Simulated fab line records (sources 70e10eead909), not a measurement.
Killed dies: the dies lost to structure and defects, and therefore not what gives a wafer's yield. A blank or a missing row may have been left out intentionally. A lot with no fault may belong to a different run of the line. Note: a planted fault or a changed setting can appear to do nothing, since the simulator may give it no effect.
Problem report, 8D (eight disciplines) form, completed by code || flow nand_harc || the parts of the form that need people (team, actions taken, sign-off) are left out

## 1. WHAT IS WRONG
At NHARC_A_M0_CD_MEAS_09, cd_nm averages 87.7 nm over 9 wafers from 3 lots, while fault-free wafers read 80.1 nm, standard deviation 0.57. Measured from the usual mean, that is +13 standard deviations.
The step: target cd 80 nm.
The first sign was on wafer L123.2 at day 29 00:07, on cd_sem-02. Wafers with a number at this step in the record: 36, from 12 lots. By rule, "out" or "out of limits" means more than 4 standard deviations away from the usual mean. Any other wafer with a number is counted as sound.

## 2. WHAT IT IS, AND WHAT IT ISN'T
{"question": "which readings at this step", "is": "cd_nm", "is not": "-"}
{"question": "which lots", "is": "L123, L124, L126", "is not": "L108, L109, L110, L112, L113, L116, L128, L129, L131"}
{"question": "which wafers of those lots", "is": "all that have a number", "is not": "-"}
{"question": "read on which gauges", "is": "cd_sem-02", "is not": "cd_sem-01, cd_sem-03"}
{"question": "when", "is": "from day 29 00:07", "is not": "up to then (18 sound wafers); but 9 sound wafers of L128, L129, L131 came after"}

## 3. WHAT RULES OUT EACH SUSPECT
Counting: any tool at a process step up to the reading is kept as a suspect provided that every lot that is out went through it and no sound lot did after the first of them.
- the gauge at NHARC_A_M0_CD_MEAS_09: ruled out. All the wafers that are out were read on cd_sem-02, but those of them that NHARC_A_M0_EXPOSE_06 has rows for are out there too, on other tools.
- arfi_scanner-03 at NHARC_A_M0_EXPOSE_06 (exposes mask A M0, target cd 80 nm): kept. It processed each lot that is out, first L123 at day 28 23:59, and no sound lot thereafter; up to then, the last sound lot it processed was L109 at day 23 07:21. On those wafers its own readings are out: exposure_dose_mJ_cm2.
Left after counting: arfi_scanner-03 at NHARC_A_M0_EXPOSE_06.

## 4. THE CAUSE (what the simulator had put in)
Drift in process parameters on arfi_scanner-03 at NHARC_A_M0_EXPOSE_06, starting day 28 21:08. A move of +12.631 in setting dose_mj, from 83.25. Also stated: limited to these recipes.
The count eliminated every tool but this one.

## 5. SEQUENCE OF EFFECTS, ordered by route
Each row: a reading whose mean over the struck wafers that have a number lies more than 3 standard deviations from the usual. Scope: only readings with a usual standard deviation given in the record; hours: median across lots of the time from each lot's start at the first step in this table that gives one to its start at this step; sigmas: change in usual standard deviations.
{"hours": 0, "step": "NHARC_A_M0_EXPOSE_06", "reading": "exposure_dose_mJ_cm2", "usual": 83.25, "on struck wafers": 93.53, "change": "+10.28", "sigmas": "+99 or more"}
{"hours": 0, "step": "NHARC_A_M0_CD_MEAS_09", "reading": "cd_nm", "usual": "80.1 nm", "on struck wafers": 87.7, "change": "+7.6", "sigmas": "+13"}
{"hours": 1, "step": "NHARC_A_M0_CD_MEAS_16", "reading": "cd_nm", "usual": "79.8 nm", "on struck wafers": 87.5, "change": "+7.7", "sigmas": "+11"}
Process steps it contains:
- NHARC_A_M0_EXPOSE_06: exposes mask A M0, target cd 80 nm.

## 6. HOW IT WOULD HAVE BEEN CAUGHT EARLIER
3 hours passed between the start of the fault at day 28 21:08 and the first reading out of limits at a measuring or inspecting step in this record, taken at day 29 00:07.
Tool's own readings at NHARC_A_M0_EXPOSE_06, exposure_dose_mJ_cm2: out on all struck wafers the step has rows for; an alarm limit on them would have tripped on the first.
L124, L126, from the lots that are out (3), started NHARC_A_M0_EXPOSE_06 on arfi_scanner-03 later than day 29 00:07. A hold on the tool at that time would have spared those 2.
